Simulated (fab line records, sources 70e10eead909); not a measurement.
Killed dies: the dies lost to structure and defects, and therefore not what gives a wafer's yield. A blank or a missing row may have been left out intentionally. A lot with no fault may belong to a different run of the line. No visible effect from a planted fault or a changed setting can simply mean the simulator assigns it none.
fab line records    flow nand_harc
[record] lots = 5  wafers = 15  last_day = 33
route steps=1302 shown P_STI@76 P_GATE@110 END@1302
lots with no fault: from the same line, run without faults
start_h: hours from the record's first day to the start of the lot's first wafer shown    wait_h: how many hours have passed since the lot's step before this one    " same as the row above    L1.1+2: a single row standing in for several wafers    - either no value or no given start    * or withheld: withheld    < > ~ a bound
route shown NAME@n: NAME is a module with steps in the file, n the number in the route of the first one    usual: the fault-free wafers' mean and standard deviation    same: alike in all rows    chamber/n: place in a boat    sites: per-site readings    _std_site: the standard deviation of these    _edge_site: inner sites' mean taken away from outer sites' mean    radius_mm: how far each site lies from the wafer's centre    mask NAME#n: copy n    behind: the most recent tool/chamber to have shaped the wafer    hold: the reason the lot was held/the length of the hold in hours/how it ended    device: transistor that didn't switch, given as n, p or np    end of line: the same wafers' tests at the end of the route    a step without rows: its recipe alone    killed: dies lost to structure and defects at the first sort, not the wafer's yield    map: the dies of a wafer, with x for killed, . for not killed, _ for no die there
set.NAME: the setting as run; set.NAME@STEP: as run at that earlier step    model.NAME: the simulator's own value behind a step, which no gauge read
lots at selected steps of the route; one table per step, one row per wafer
services: from which hour (start_h, from the record's first day; less than 0 if before it) a tool's chamber was out of use, for how many hours, and why
[[steps]]
[step NHARC_P_STI_COAT_41]
[recipe] temp_c = 200  time_s = 65
[step NHARC_P_STI_COAT_03]
[recipe] spin_rpm = 2000  resist_thk_nm = 600
[step NHARC_P_STI_SOFTBAKE_04]
[recipe] temp_c = 125  time_s = 70
[step NHARC_P_STI_EBR_05]
[step NHARC_P_STI_EXPOSE_06]
[recipe] na = 0.55  target_cd_nm = 200  dose_mj = 37.69  mask_id = P_STI
[step NHARC_P_STI_PEB_07]
[recipe] peb_temp_c = 128  peb_time_s = 80
[step NHARC_P_STI_DEVELOP_08]
[recipe] time_s = 50  dev_temp_c = 22
[step NHARC_P_STI_CD_MEAS_09]
[recipe] target_cd_nm = 200  landing_energy_ev = 500
[usual] cd_nm = 200.2/1.4
lot.wafer  tool       chamber  start_h  wait_h  cd_nm
L949.2     cd_sem-01  0        65.77    -       198.8
L949.3     "          0        "        "       198.1
L949.4     "          0        "        "       198.4
L953.2     cd_sem-02  0        105.81   -       200.4
L953.3     "          0        "        "       201.0
L953.6     "          0        "        "       200.7
L956.3     cd_sem-01  0        135.24   -       198.6
L956.5     "          0        "        "       198.9
L956.6     "          0        "        "       197.5
L960.4     cd_sem-03  0        174.55   -       200.1
L960.5     "          0        "        "       197.5
L960.6     "          0        "        "       198.1
L969.1     cd_sem-02  0        263.06   -       199.8
L969.2     "          0        "        "       200.9
L969.3     "          0        "        "       202.1
[step NHARC_P_STI_OVL_MEAS_10]
[usual] overlay_x_nm = -1/5.2  overlay_y_nm = -1/6.2
lot.wafer  tool        chamber  start_h  wait_h  overlay_x_nm  overlay_y_nm
L949.2     overlay-02  -        65.87    -       7             -3
L949.3     "           -        "        "       7             -2
L949.4     "           -        "        "       7             -3
L953.2     overlay-01  -        105.90   -       -3            6
L953.3     "           -        "        "       -2            7
L953.6     "           -        "        "       -2            6
L956.3     overlay-01  -        135.33   -       -1            -2
L956.5     "           -        "        "       0             -2
L956.6     "           -        "        "       0             -2
L960.4     overlay-01  -        174.63   -       -12           7
L960.5     "           -        "        "       -12           6
L960.6     "           -        "        "       -12           7
L969.1     overlay-01  -        263.15   -       3             1
L969.2     "           -        "        "       2             1
L969.3     "           -        "        "       2             0
[step NHARC_P_STI_INSPECT_11]
[usual] raw_defect_count = 5.4/2.9
lot.wafer  tool               chamber  start_h  wait_h  raw_defect_count
L949.2     defect_inspect-02  -        65.91    0.0     0
L949.3     "                  -        "        "       4
L949.4     "                  -        "        "       5
L953.2     defect_inspect-02  -        105.94   0.0     7
L953.3     "                  -        "        "       7
L953.6     "                  -        "        "       9
L956.3     defect_inspect-02  -        135.36   0.0     2
L956.5     "                  -        "        "       0
L956.6     "                  -        "        "       7
L960.4     defect_inspect-02  -        174.67   0.0     3
L960.5     "                  -        "        "       7
L960.6     "                  -        "        "       2
L969.1     defect_inspect-02  -        263.19   0.0     5
L969.2     "                  -        "        "       4
L969.3     "                  -        "        "       3
[step NHARC_P_STI_HARDBAKE_13]
[recipe] temp_c = 118  time_s = 65
[step NHARC_P_STI_DESCUM_14]
[recipe] time_s = 3  o2_flow_sccm = 200  ar_flow_sccm = 0  bias_power_w = 0  chemistry = O2
[usual] drypump_motor_current_A = 5.44/0.29  mfc_ar_sccm = 0.009/0.011  oes_product_au = 0.998/0.0076  rf_vpp_V = 57.6/0.95  showerhead_plenum_p_Torr = 1.88/0.086  throttle_valve_pct = 11.311/0.0088
lot.wafer  tool         chamber  start_h  wait_h  drypump_motor_current_A  mfc_ar_sccm  oes_product_au  rf_hours_counter_h  rf_vpp_V  showerhead_plenum_p_Torr  throttle_valve_pct
L949.4     rie_diel-09  3        66.05    -       5.97                     0.018        0.997           7.3                 56.7      1.80                      11.317
L949.2     "            0        "        "       5.66                     0.015        1.000           7.3                 58.5      1.91                      11.316
L949.3     "            1        "        "       5.46                     0            0.997           2.7                 57.7      1.83                      11.303
L953.3     rie_diel-05  2        106.07   -       5.53                     0            0.991           1.8                 58.7      1.94                      11.326
L953.2     "            3        "        "       5.35                     0            0.997           2.4                 58.0      1.88                      11.321
L953.6     "            2        "        "       5.55                     0            0.996           -                   57.4      1.94                      11.325
L956.3     rie_diel-05  1        135.51   -       5.18                     0.013        0.993           2.7                 58.0      1.80                      11.310
L956.6     "            0        "        "       4.97                     0            0.993           -                   59.0      2.05                      11.311
L956.5     "            1        "        "       5.19                     0.013        0.996           -                   57.3      1.80                      11.303
L960.4     rie_diel-09  3        174.81   -       5.97                     0.018        0.996           1.5                 57.2      1.80                      11.321
L960.5     "            2        "        "       5.46                     0.039        0.986           -                   55.9      1.78                      11.314
L960.6     "            3        "        "       5.96                     0.018        0.997           -                   56.5      1.80                      11.321
L969.1     rie_diel-05  1        263.32   -       5.16                     0.013        0.990           1.3                 57.3      1.80                      11.305
L969.3     "            3        "        "       5.36                     0            0.991           1.6                 58.6      1.88                      11.318
L969.2     "            0        "        "       4.96                     0            1.007           1.6                 57.9      2.05                      11.314
[step NHARC_P_STI_ETCH_42]
[recipe] target_depth_a = 800  overetch_a = 240  time_s = 61  ion_energy_ev = 200  n2_flow_sccm = 150  h2_flow_sccm = 150  ar_flow_sccm = 0  rf_w = 400  bias_w = 150  chemistry = N2/H2
[usual] drypump_motor_current_A = 5.44/0.28  h2_flow_sccm = 150.0/0.51  mfc_ar_sccm = 0.009/0.011  n2_flow_sccm = 150.0/0.43  oes_product_au = 0.997/0.0075  rf_fwd_power_W = 395.7/1.6  rf_vpp_V = 429.5/2.7  showerhead_plenum_p_Torr = 2.00/0.094  throttle_valve_pct = 14.171/0.0091
lot.wafer  tool         chamber  start_h  wait_h  drypump_motor_current_A  h2_flow_sccm  mfc_ar_sccm  n2_flow_sccm  oes_product_au  rf_fwd_power_W  rf_hours_counter_h  rf_vpp_V  showerhead_plenum_p_Torr  throttle_valve_pct
L949.4     rie_diel-09  1        66.13    0.1     5.50                     149.9         0            149.4         0.992           394.2           2.7                 428.2     1.95                      14.175
L949.2     "            3        "        "       5.96                     149.9         0.018        150.0         1.003           395.5           7.3                 426.3     1.91                      14.176
L949.3     "            0        "        "       5.65                     149.3         0.015        149.7         0.988           394.7           7.3                 430.3     2.04                      14.169
L953.3     rie_diel-05  1        106.17   0.1     5.18                     150.3         0.013        150.3         1.005           397.9           1.7                 427.6     1.91                      14.165
L953.2     "            2        "        "       5.57                     149.9         0            149.7         0.989           394.0           1.8                 431.6     2.07                      14.146
L953.6     "            1        "        "       5.19                     149.8         0.013        149.9         1.002           397.5           -                   426.3     1.91                      14.157
L956.3     rie_diel-05  3        135.60   0.1     5.38                     150.1         0            149.7         0.993           398.4           3.7                 429.7     2.00                      14.171
L956.5     "            0        "        "       5.00                     149.7         0            149.9         1.000           393.4           -                   435.6     2.19                      14.165
L956.6     "            1        "        "       5.19                     150.7         0.013        149.7         0.999           395.9           -                   426.1     1.91                      14.186
L960.4     rie_diel-09  2        174.89   0.1     5.50                     150.1         0.039        149.9         0.990           396.3           0.8                 426.6     1.90                      14.166
L960.6     "            1        "        "       5.52                     151.5         0            150.0         0.989           395.0           -                   429.0     1.95                      14.176
L960.5     "            2        "        "       5.46                     149.7         0.039        150.1         0.989           394.5           -                   428.6     1.90                      14.165
L969.2     rie_diel-05  3        263.41   0.1     5.36                     150.1         0            149.4         0.984           394.8           1.6                 429.9     2.00                      14.157
L969.3     "            1        "        "       5.16                     149.7         0.013        149.5         0.991           396.2           1.3                 427.9     1.91                      14.166
L969.1     "            2        "        "       5.60                     150.9         0            149.9         0.990           394.9           1.3                 429.4     2.07                      14.173
[step NHARC_P_STI_ETCH_31]
[recipe] target_depth_a = 1089  time_s = 54.5  cf4_flow_sccm = 100  chf3_flow_sccm = 30  ar_flow_sccm = 0  rf_w = 500  bias_w = 200  chemistry = CF4/CHF3
[usual] drypump_motor_current_A = 5.44/0.28  mfc_ar_sccm = 0.008/0.011  oes_product_au = 0.954/0.02  rf_fwd_power_W = 493.9/2  rf_vpp_V = 369.9/2.2  showerhead_plenum_p_Torr = 1.55/0.065  throttle_valve_pct = 16.801/0.0093
lot.wafer  tool         chamber  start_h  wait_h  drypump_motor_current_A  mfc_ar_sccm  oes_product_au  rf_fwd_power_W  rf_hours_counter_h  rf_vpp_V  showerhead_plenum_p_Torr  throttle_valve_pct
L949.3     rie_diel-09  0        -        -       5.62                     0.015        0.975           493.6           7.3                 369.6     1.57                      16.820
L949.2     "            1        "        "       5.47                     0            0.962           492.4           2.8                 368.2     1.51                      16.802
L949.4     "            2        "        "       5.47                     0.039        0.956           496.7           7.7                 367.6     1.47                      16.788
L953.2     rie_diel-05  2        -        -       5.56                     0            0.948           492.6           1.9                 371.8     1.59                      16.798
L953.3     "            3        "        "       5.38                     0            0.949           497.9           2.5                 370.1     1.55                      16.803
L953.6     "            2        "        "       5.54                     0            0.950           493.1           -                   372.1     1.59                      16.791
L956.3     rie_diel-05  2        -        -       5.58                     0            0.912           491.4           3.0                 369.7     1.59                      16.804
L956.6     "            2        "        "       5.55                     0            0.927           493.3           -                   371.3     1.59                      16.796
L956.5     "            3        "        "       5.37                     0            0.921           494.9           -                   369.8     1.55                      16.809
L960.4     rie_diel-09  3        -        -       5.96                     0.018        0.969           491.5           1.6                 366.9     1.48                      16.816
L960.6     "            3        "        "       5.97                     0.018        0.967           491.9           -                   367.4     1.48                      16.804
L960.5     "            0        "        "       5.63                     0.015        0.976           496.2           -                   370.9     1.57                      16.804
L969.1     rie_diel-05  3        -        -       5.39                     0            0.915           494.2           1.6                 370.6     1.55                      16.807
L969.2     "            0        "        "       4.99                     0            0.918           493.4           1.6                 372.9     1.68                      16.806
L969.3     "            2        "        "       5.58                     0            0.926           493.5           1.4                 369.4     1.59                      16.793
[step NHARC_P_STI_ETCH_15]
[recipe] target_depth_a = 3000  taper_deg = 4  time_s = 100.1  hbr_flow_sccm = 150  cl2_flow_sccm = 50  rf_w = 400  icp_w = 400  bias_w = 100  chemistry = HBr/Cl2
[usual] drypump_motor_current_A = 6.0/0.48  oes_product_au = 0.998/0.0077  rf_fwd_power_W = 397.4/1.4  throttle_valve_pct = 26.407/0.0099
lot.wafer  tool       chamber  start_h  wait_h  drypump_motor_current_A  oes_product_au  rf_fwd_power_W  rf_hours_counter_h  throttle_valve_pct
L949.4     rie_si-06  0        66.33    -       5.8                      0.991           395.4           1.0                 26.406
L949.3     "          1        "        "       6.2                      1.002           398.7           1.1                 26.393
L949.2     "          2        "        "       6.0                      1.003           396.1           1.2                 26.387
L953.3     rie_si-05  2        106.39   -       5.9                      0.990           397.9           1.1                 26.409
L953.2     "          0        "        "       6.1                      0.988           397.6           0.8                 26.414
L953.6     "          2        "        "       5.9                      1.006           397.1           -                   26.402
L956.3     rie_si-03  0        135.79   -       6.7                      0.994           398.8           0.6                 26.426
L956.6     "          3        "        "       6.3                      0.984           397.3           -                   26.399
L956.5     "          0        "        "       6.7                      0.994           397.1           -                   26.390
L960.4     rie_si-05  2        175.12   -       6.0                      1.002           397.6           0.2                 26.399
L960.5     "          3        "        "       6.7                      1.003           399.5           -                   26.411
L960.6     "          0        "        "       6.1                      0.991           398.0           -                   26.404
L969.3     rie_si-06  2        263.60   -       6.0                      0.999           396.4           0.0                 26.412
L969.2     "          0        "        "       5.8                      1.003           394.7           0.0                 26.406
L969.1     "          1        "        "       6.1                      1.000           397.3           0.0                 26.412
[step NHARC_P_STI_CD_MEAS_16]
[usual] cd_nm = 200.0/1.5
lot.wafer  tool       chamber  start_h  wait_h  cd_nm
L949.2     cd_sem-02  -        66.48    -       198.2
L949.3     "          -        "        "       198.5
L949.4     "          -        "        "       198.4
L953.2     cd_sem-03  -        106.55   -       200.6
L953.3     "          -        "        "       201.0
L953.6     "          -        "        "       200.2
L956.3     cd_sem-03  -        135.94   -       197.1
L956.5     "          -        "        "       196.6
L956.6     "          -        "        "       196.3
L960.4     cd_sem-03  -        175.24   -       199.3
L960.5     "          -        "        "       197.6
L960.6     "          -        "        "       198.0
L969.1     cd_sem-03  -        263.76   -       198.9
L969.2     "          -        "        "       200.0
L969.3     "          -        "        "       201.8
[step NHARC_P_STI_OCD_MEAS_17]
[usual] trench_depth_nm = 300/3.1  trench_foot_cd_nm = 158.4/1.5
lot.wafer  tool    chamber  start_h  wait_h  trench_depth_nm  trench_foot_cd_nm
L949.2     ocd-02  -        66.57    0.1     299              156.9
L949.3     "       -        "        "       306              155.6
L949.4     "       -        "        "       300              156.1
L953.2     ocd-02  -        106.64   0.1     298              158.4
L953.3     "       -        "        "       300              159.6
L953.6     "       -        "        "       302              158.0
L956.3     ocd-01  -        136.02   0.1     298              156.3
L956.5     "       -        "        "       300              156.8
L956.6     "       -        "        "       296              155.7
L960.4     ocd-01  -        175.33   0.1     301              158.0
L960.5     "       -        "        "       300              155.4
L960.6     "       -        "        "       299              156.3
L969.1     ocd-02  -        263.85   0.1     302              157.9
L969.2     "       -        "        "       300              158.7
L969.3     "       -        "        "       300              160.0
[step NHARC_P_STI_STRIP_19]
[recipe] time_s = 900  temp_c = 130  chemistry = SPM
[step NHARC_P_STI_PRECLEAN_32]
[recipe] time_s = *  temp_c = 50  bath_age_min = 0  chemistry = SC1
[step NHARC_P_STI_SRD_23]
[step NHARC_P_STI_OCD_MEAS_43]
[usual] trench_depth_nm = 300/3.1  trench_foot_cd_nm = 158.3/1.5
lot.wafer  tool    chamber  start_h  wait_h  trench_depth_nm  trench_foot_cd_nm
L949.2     ocd-02  -        67.07    -       299              157.0
L949.3     "       -        "        "       305              155.8
L949.4     "       -        "        "       300              156.3
L953.2     ocd-02  -        107.15   -       298              158.6
L953.3     "       -        "        "       300              158.9
L953.6     "       -        "        "       303              158.4
L956.3     ocd-02  -        136.53   -       298              157.1
L956.5     "       -        "        "       300              156.5
L956.6     "       -        "        "       296              156.9
L960.4     ocd-01  -        175.83   -       301              157.6
L960.5     "       -        "        "       300              155.1
L960.6     "       -        "        "       300              156.5
L969.1     ocd-01  -        264.35   -       301              157.8
L969.2     "       -        "        "       300              159.4
L969.3     "       -        "        "       300              160.1
[step NHARC_P_STI_OXIDE_33]
[recipe] target_thk_a = 100  temp_c = 1000  ox_time_s = 281  material = SiO2
[step NHARC_P_STI_HDPCVD_20]
[recipe] target_thk_a = withheld  sigma_open_frac = withheld  material = SiO2
[step NHARC_P_STI_ANNEAL_34]
[recipe] temp_c = 1000  time_s = 1800
[step NHARC_P_STI_CMP_21]
[recipe] t_overpolish_s = 20  target_thk_nm = 380.67
[usual] motor_current_A = 12.5/1.1  overpolish_run_s = 20.000/0.0095
lot.wafer  tool    chamber  start_h  wait_h  motor_current_A  overpolish_run_s
L949.2     cmp-02  2        84.41    0.4     14.2             19.993
L949.3     "       3        "        "       12.2             20.001
L949.4     "       0        "        "       11.1             19.994
L953.3     cmp-04  0        123.59   0.4     11.3             19.988
L953.2     "       1        "        "       13.5             20.002
L953.6     "       3        "        "       13.4             20.004
L956.3     cmp-02  1        154.92   0.4     12.6             19.987
L956.5     "       2        "        "       13.7             20.000
L956.6     "       3        "        "       12.0             20.004
L960.4     cmp-01  0        193.09   0.4     12.1             20.008
L960.5     "       3        "        "       15.3             20.006
L960.6     "       0        "        "       11.9             20.003
L969.3     cmp-02  0        281.96   0.4     11.6             20.002
L969.1     "       1        "        "       12.7             20.002
L969.2     "       2        "        "       14.2             19.988
[step NHARC_P_STI_SRD_35]
[step NHARC_P_STI_ETCH_36]
[recipe] target_depth_a = 388  chemistry = dHF  material = SiO2
[step NHARC_P_STI_STRIP_24]
[recipe] temp_c = 160  chemistry = H3PO4  material = Si3N4
[step NHARC_P_STI_ETCH_37]
[recipe] target_depth_a = 110  chemistry = dHF  material = SiO2
[step NHARC_P_STI_PRECLEAN_38]
[recipe] time_s = *  temp_c = 50  bath_age_min = 0  chemistry = SC1
[step NHARC_P_STI_SRD_39]
[step NHARC_P_STI_OXIDE_40]
[recipe] target_thk_a = 100  temp_c = 900  ox_time_s = 1362  material = SiO2
[step NHARC_P_GATE_ETCH_69]
[recipe] target_depth_a = 140  chemistry = dHF  material = SiO2
[step NHARC_P_GATE_PRECLEAN_70]
[recipe] time_s = *  temp_c = 50  bath_age_min = 0  chemistry = SC1
[step NHARC_P_GATE_SRD_01]
[step NHARC_P_GATE_OXIDE_02]
[recipe] target_thk_a = 375  temp_c = 950  p_h2o_torr = 720  ox_time_s = 365  material = SiO2
[step NHARC_P_GATE_DEHYDRATE_03]
[recipe] temp_c = 150  time_s = 120
[step NHARC_P_GATE_HMDS_04]
[recipe] time_s = 30
[step NHARC_P_GATE_COAT_05]
[recipe] spin_rpm = 4690
[step NHARC_P_GATE_SOFTBAKE_06]
[recipe] temp_c = 122  time_s = 95
[step NHARC_END_SORT_01]
[recipe] temp_c = 25
[usual] killed_at_array = 63/18  killed_at_other = 1.1/1.3  killed_at_periphery = 4.3/2.8  killed_dies = 68/18  killed_open = 3.3/2  killed_short = 2.4/1.6
[same] gross_dies = 677
lot.wafer  tool       chamber  start_h  wait_h  killed_at_array  killed_at_other  killed_at_periphery  killed_dies  killed_open  killed_short
L956.3     prober-01  0        730.56   3.1     24               2                5                    31           3            6
L956.5     prober-01  0        732.14   3.7     12               1                7                    20           4            0
L956.6     prober-01  0        732.93   4.0     17               0                7                    24           2            5
L960.4     prober-02  0        747.10   3.4     50               1                5                    56           4            1
L960.5     prober-02  0        747.89   3.7     60               1                8                    69           2            3
L960.6     prober-02  0        748.69   4.0     58               2                5                    65           7            2
L969.2     prober-02  0        790.74   2.8     65               0                92                   157          2            3
// killed by level:class
L956.3 A_CHANNEL_HOLE_D1:chamber_film_flake=5 P_BONDPAD:chamber_film_flake=3 A_STAIRCASE:chamber_film_flake=3 A_DECK1_JOINT:geometric_particle:short=2 A_WL_FILL:geometric_particle:short=2 A_DECK1_JOINT:chamber_film_flake=2 A_CHANNEL_HOLE_D2:unspecified=2 A_CONTACT:chamber_film_flake=2
L956.5 P_BONDPAD:chamber_film_flake=5 A_SLIT:chamber_film_flake=3 A_M0:geometric_particle:open=2 P_GATE:chamber_film_flake=2 A_STAIRCASE:chamber_film_flake=2 A_CHANNEL_FILL_D1:geometric_particle:open=1 A_ONON_D2:geometric_particle:open=1 A_ZERO_WELL:chamber_film_flake=1
L956.6 A_WL_FILL:geometric_particle:short=3 P_GATE:chamber_film_flake=3 P_BONDPAD:chamber_film_flake=3 A_CHANNEL_HOLE_D1:chamber_film_flake=3 A_STAIRCASE:chamber_film_flake=2 A_CONTACT:chamber_film_flake=2 P_CONTACT:geometric_particle:open=1 A_DECK1_JOINT:geometric_particle:open=1
L960.4 A_CHANNEL_HOLE_D1:chamber_film_flake=29 A_CHANNEL_HOLE_D2:chamber_film_flake=10 A_SLIT:chamber_film_flake=3 A_CONTACT:chamber_film_flake=3 P_CONTACT:chamber_film_flake=2 P_GATE:geometric_particle:open=1 A_ONON_D1:geometric_particle:open=1 A_CHANNEL_HOLE_D2:geometric_particle:open=1
L960.5 A_CHANNEL_HOLE_D1:chamber_film_flake=30 A_CHANNEL_HOLE_D2:chamber_film_flake=18 A_CONTACT:chamber_film_flake=6 P_GATE:chamber_film_flake=4 P_STI:chamber_film_flake=3 P_GATE:geometric_particle:open=1 A_ONON_D1:geometric_particle:short=1 A_DECK1_JOINT:geometric_particle:short=1
L960.6 A_CHANNEL_HOLE_D1:chamber_film_flake=31 A_CHANNEL_HOLE_D2:chamber_film_flake=11 A_CONTACT:chamber_film_flake=5 P_GATE:chamber_film_flake=3 A_STAIRCASE:chamber_film_flake=2 P_GATE:geometric_particle:open=1 A_ONON_D1:geometric_particle:open=1 A_CHANNEL_HOLE_D1:geometric_particle:open=1
L969.2 P_STI:unspecified=86 A_CHANNEL_HOLE_D1:chamber_film_flake=20 A_CHANNEL_HOLE_D2:chamber_film_flake=18 A_SLIT:chamber_film_flake=13 A_STAIRCASE:chamber_film_flake=7 A_WL_FILL:chamber_film_flake=2 A_CONTACT:chamber_film_flake=2 P_STI:geometric_particle:open=1
// map L969.2 (x killed, . not)
____________.____________
_________......._________
_______..........._______
______.x...........______
_____..............._____
____.................____
____...x.............____
___......x..........x.___
___............x......___
__...xx.xx......x......__
__..x..xx.x............__
_.x....xx.x.....x......._
_....x.xxx.x.xx........._
_........x.............._
_...x.x................._
_......................._
.x............x..........
...........x...x.........
.........................
.x..........xxxxx........
..x........x.xxxxxx......
_.........x.xxxxxxxx...._
_x....x....x.xxxxxxx...._
_..........xxxxxxxx.x..._
_...........xxxxxxxx...._
_x.....x....xxxxxxxxx..._
__..........xxxxxxxx...__
__.........x..xxxxxx...__
___.......xxxxxxxxxx..___
___.....x....xxxxx....___
____.............x...____
____.....xx.xx.xx....____
_____....x.xxxx....._____
______.x..xxxxxxx..______
_______x.xxxxx...._______
_________xxxxx.._________
____________x____________
// map L956.3 (x killed, . not)
____________.____________
_________......._________
_______..........._______
______.............______
_____........x......_____
____.................____
____.x...........xx..____
___...................___
___......x............___
__.....................__
__..............x......__
_...............x......._
_..x...................._
_.x....................._
_..............x........_
_......................._
.......x.................
..........x..............
.........................
.........................
..x.....x................
_.........x............._
_......................._
_..x.......x.........x.._
_x...................x.._
_........x.............._
__.....................__
__.....................__
___...................___
___...........x......x___
____.................____
____............x.x..____
_____......x........_____
______..xx......x..______
_______.....x....._______
_________..x...._________
____________.____________
[[services]]
tool         chamber  start_h  hours  kind
rie_si-03    -        44.00    9.0    pm
rie_diel-05  -        52.60    9.0    pm
rie_si-06    -        72.00    9.0    pm
rie_si-05    0        79.15    14.6   repair
rie_si-03    2        81.40    5.1    repair
rie_si-03    2        87.89    39.8   repair
cmp-02       -        99.31    1.6    repair
rie_diel-05  0        104.34   2.9    repair
cmp-02       -        122.29   2.0    repair
rie_si-05    -        128.00   9.0    pm
cmp-02       -        134.60   4.0    pm
rie_diel-09  1        136.24   2.0    repair
rie_diel-09  -        143.10   9.0    pm
cmp-02       -        151.04   1.4    repair
rie_diel-09  2        156.88   6.0    repair
rie_si-06    -        160.00   2.8    repair
cmp-02       -        191.41   5.6    repair
rie_si-06    2        204.70   3.6    repair
cmp-02       -        215.46   1.0    repair
rie_diel-05  -        229.60   9.0    pm
cmp-02       -        232.60   4.0    pm
rie_diel-09  -        237.45   0.4    repair
rie_diel-09  2        242.79   21.3   repair
rie_si-06    -        249.00   9.0    pm
[[key]]
[first_sign] step = NHARC_END_SORT_01  reading = killed_at_periphery  direction = up  sigmas = 31  usual = 4.3  struck = 92
[effect] step = NHARC_END_SORT_01  reading = killed_dies  direction = up  sigmas = 5  usual = 68  struck = 157
[more_kills_born_at] NHARC_P_STI_ETCH_42@rie_diel-05 = 85
met_at NHARC_P_STI_ETCH_42
struck_wafers L969.2
tester_left_out L969
onset_between 135.60 263.41
[fault] kind = chamber_particle_source  tool = rie_diel-05  chamber = 3  onset_h = 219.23  steps = NHARC_P_STI_ETCH_42  rate_per_visit_cm2 = 1.0249
// tester_left_out: of these lots the tester's yield and bins aren't shown, on N5 and GAA mostly nor the transistor test; their killed dies are dies lost to structure and defects alone, not to doping, threshold or leakage, so they don't give the yield
